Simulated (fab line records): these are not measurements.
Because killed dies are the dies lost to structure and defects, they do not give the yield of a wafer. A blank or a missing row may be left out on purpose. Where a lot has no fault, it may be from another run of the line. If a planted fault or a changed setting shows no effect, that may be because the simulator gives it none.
What tool caused it?	flow nand-harc	12 lots, 36 wafers sampled, at 6 steps of a route of 1159

## WHAT THE GAUGES SHOWED, per wafer
NHARC_P_ZERO_WELL_CD_MEAS_24 targets a cd of 720 nm.
lot	measured	on	cd-nm (nm)
L519	day 1 14:35	cd-sem-02	723.2 721.7 720.4
L520	day 1 20:39	cd-sem-03	720.6 720.6 719.1
L521	day 2 02:28	cd-sem-03	719.1 716.0 714.6
L524	day 2 20:32	cd-sem-02	715.5 711.6 718.2
L525	day 3 02:28	cd-sem-01	721.4 716.5 719.2
L526	day 3 08:30	cd-sem-01	724.5 724.8 722.2
L527	day 3 14:38	cd-sem-03	722.2 720.3 720.0
L532	day 4 20:23	cd-sem-02	668.6 666.4 668.3
L537	day 6 02:28	cd-sem-03	671.5 670.6 665.3
L538	day 6 08:20	cd-sem-02	719.8 721.1 723.7
L539	day 6 14:35	cd-sem-01	717.4 719.5 714.5
L542	day 7 08:39	cd-sem-02	716.7 714.1 715.0

NHARC_END_SORT_01.
lot	measured	on	killed-at-array	killed-at-other	killed-at-periphery	killed-dies	killed-open	killed-short
L532	day 22 00:44	prober-01	46	0	2	48	3	4
L537	day 23 18:11	prober-01	22	0	4	26	0	2

## WHICH TOOL RAN EACH LOT (tool, then ch and the chambers of the sampled wafers, then the start)
lot	NHARC_P_ZERO_WELL_PEB_22	NHARC_P_STI_DESCUM_14	NHARC_P_GATE_DEP_103	NHARC_P_GATE_ETCH_32
L519	litho-track-02 ch 0, day 1 14:29	rie-diel-01 ch 0,3, day 2 11:03	pecvd-02 ch 0,1,2, day 4 08:41	rie-si-06 ch 0,2, day 4 10:08
L520	litho-track-02 ch 0, day 1 20:34	rie-diel-13 ch 0,1,3, day 2 18:38	pecvd-02 ch 0,1,2, day 4 21:35	rie-si-06 ch 0,2,3, day 4 22:47
L521	litho-track-05 ch 0, day 2 02:22	rie-diel-13 ch 0,1, day 3 02:40	pecvd-02 ch 0,1,2, day 5 10:05	rie-si-02 ch 1,2,3, day 5 11:54
L524	litho-track-05 ch 0, day 2 20:26	rie-diel-05 ch 1,3, day 3 19:23	pecvd-02 ch 0,2, day 6 01:10	rie-si-03 ch 0,1,2, day 6 02:31
L525	litho-track-02 ch 0, day 3 02:22	rie-diel-13 ch 0,2, day 3 19:25	pecvd-04 ch 0,1,2, day 6 00:35	rie-si-02 ch 0,1, day 6 01:46
L526	litho-track-03 ch 0, day 3 08:25	rie-diel-05 ch 0,2,3, day 4 05:11	pecvd-02 ch 1,2, day 6 11:52	rie-si-03 ch 0,2,3, day 6 13:24
L527	litho-track-02 ch 0, day 3 14:32	rie-diel-01 ch 2,3, day 4 11:19	pecvd-03 ch 1,2, day 6 11:41	rie-si-03 ch 0,2,3, day 6 13:10
L532	litho-track-02 ch 0, day 4 20:17	rie-diel-13 ch 0,2,3, day 5 17:08	pecvd-04 ch 1,2, day 7 19:35	rie-si-02 ch 1,2, day 7 20:52
L537	litho-track-02 ch 0, day 6 02:22	rie-diel-13 ch 0,1,3, day 6 23:29	pecvd-03 ch 0,1,2, day 9 05:56	rie-si-06 ch 0,1,3, day 9 07:24
L538	litho-track-03 ch 0, day 6 08:14	rie-diel-13 ch 1,2,3, day 7 04:49	pecvd-02 ch 0,1,2, day 9 10:26	rie-si-02 ch 0,1,3, day 9 11:49
L539	litho-track-05 ch 0, day 6 14:29	rie-diel-01 ch 1,2,3, day 7 13:01	pecvd-04 ch 0,1,2, day 9 17:35	rie-si-06 ch 0,2,3, day 9 18:55
L542	litho-track-05 ch 0, day 7 08:34	rie-diel-01 ch 0,2,3, day 8 05:19	pecvd-04 ch 1,2, day 10 05:31	rie-si-02 ch 1,3, day 10 06:53
- NHARC_P_ZERO_WELL_PEB_22: peb time 85 s.
- NHARC_P_STI_DESCUM_14: chemistry O2, time 3 s.
- NHARC_P_GATE_DEP_103: deposits SiON, target thk 30 nm.
- NHARC_P_GATE_ETCH_32: etches the open film in HBr/Cl2, target depth 150 nm, time 100.1 s.

## WHAT THE TOOLS THEMSELVES READ (means of the sampled wafers that have a number; where no wafer has one, the mark that the record gives instead)
NHARC_P_ZERO_WELL_PEB_22.
lot	tool	heater-power-total-W (W)	plate-temp-C (C)
L519	litho-track-02	163.92	118.01
L520	litho-track-02	164.02	117.97
L521	litho-track-05	163.95	117.76
L524	litho-track-05	163.69	118.05
L525	litho-track-02	164.36	117.89
L526	litho-track-03	163.91	117.94
L527	litho-track-02	164.15	118.19
L532	litho-track-02	137.93	103.84
L537	litho-track-02	137.97	103.79
L538	litho-track-03	163.92	118.18
L539	litho-track-05	163.92	118.14
L542	litho-track-05	164.24	117.86

NHARC_P_STI_DESCUM_14.
lot	tool	drypump-motor-current-A (A)	oes-product-au (a.u.)	rf-vpp-V (V)	showerhead-plenum-p-Torr (Torr)	throttle-valve-pct (%)
L519	rie-diel-01	5.4	0.998	57.1	1.84	11.311
L520	rie-diel-13	5.8	0.993	58.6	1.94	11.303
L521	rie-diel-13	5.6	0.995	58.9	2.01	11.317
L524	rie-diel-05	6.2	0.981	57.7	1.94	11.314
L525	rie-diel-13	6.0	0.998	57.7	2.03	11.314
L526	rie-diel-05	5.6	1.003	58.3	1.90	11.309
L527	rie-diel-01	5.9	1.014	59.1	1.96	11.309
L532	rie-diel-13	5.8	1.003	57.9	1.93	11.316
L537	rie-diel-13	5.8	1.005	58.5	1.94	11.309
L538	rie-diel-13	5.6	1.015	57.9	1.92	11.309
L539	rie-diel-01	5.9	0.994	58.1	1.93	11.308
L542	rie-diel-01	5.7	1.013	57.8	1.89	11.313

NHARC_P_GATE_DEP_103.
lot	tool	heater-power-w (W)
L519	pecvd-02	704
L520	pecvd-02	729
L521	pecvd-02	726
L524	pecvd-02	727
L525	pecvd-04	719
L526	pecvd-02	675
L527	pecvd-03	801
L532	pecvd-04	760
L537	pecvd-03	742
L538	pecvd-02	738
L539	pecvd-04	710
L542	pecvd-04	706

NHARC_P_GATE_ETCH_32.
lot	tool	drypump-motor-current-A (A)	oes-product-au (a.u.)	throttle-valve-pct (%)
L519	rie-si-06	6.0	0.995	26.406
L520	rie-si-06	6.1	0.995	26.408
L521	rie-si-02	5.2	1.002	26.403
L524	rie-si-03	6.0	1.001	26.414
L525	rie-si-02	5.1	1.001	26.414
L526	rie-si-03	6.1	0.994	26.408
L527	rie-si-03	6.1	0.998	26.409
L532	rie-si-02	5.2	1.003	26.400
L537	rie-si-06	5.8	0.997	26.409
L538	rie-si-02	5.1	0.988	26.406
L539	rie-si-06	6.1	1.000	26.415
L542	rie-si-02	5.1	1.001	26.400

## THE ANSWER, worked out from the rows above alone
Rule: what is usual is taken from the lots themselves. Put in order of their means at a reading, lots are off if they are a third of the lots or fewer, leave a main group of 4 or more, and stand apart from it by a gap of 3 or more times the standard deviation of the main group's means; of several such gaps the widest counts. A main group whose means are all the same, to the digits that the tables above print for the reading, isn't used. A lot without any number at a reading at which 4 lots or more have one is off too. The other lots that the step has rows for count as sound. Order of review: gauges by route order, followed by the tools' own readings, for which a lot's mean as printed above is used. At the first step where some lot is off, the reading lying furthest off is the one used; lots without a number count as furthest.
Off at NHARC_P_ZERO_WELL_CD_MEAS_24 (cd-nm): L532, L537. Main group: mean 719.1 nm, sd 2.8.
If a tool, at a process step before that reading, ran all the lots that are off and no sound lot after the first of them, it fits. The gauges at NHARC_P_ZERO_WELL_CD_MEAS_24 aren't tried: what is off there is off at NHARC_P_ZERO_WELL_PEB_22 too, on other tools, and a gauge's error can't cause that. One candidate fits, namely litho-track-02 at NHARC_P_ZERO_WELL_PEB_22. Its last sound lot is L527 (day 3 14:32), its first lot that is off L532 (day 4 20:17): a fault that began between those two fits.
The tool's own readings at NHARC_P_ZERO_WELL_PEB_22 bear it out: on the lots that are off they differ by more than 5 times the standard deviation of the sound lots' means. heater-power-total-W reads 137.95 W there against 164.01 W on the sound lots; plate-temp-C reads 103.81 C there against 118.00 C on the sound lots.

## WHAT THE SIMULATOR HAD INSERTED
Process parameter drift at NHARC_P_ZERO_WELL_PEB_22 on litho-track-02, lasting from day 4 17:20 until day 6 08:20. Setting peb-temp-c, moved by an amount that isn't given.
Struck lots among those shown: L532, L537. This agrees with what the rule above found.
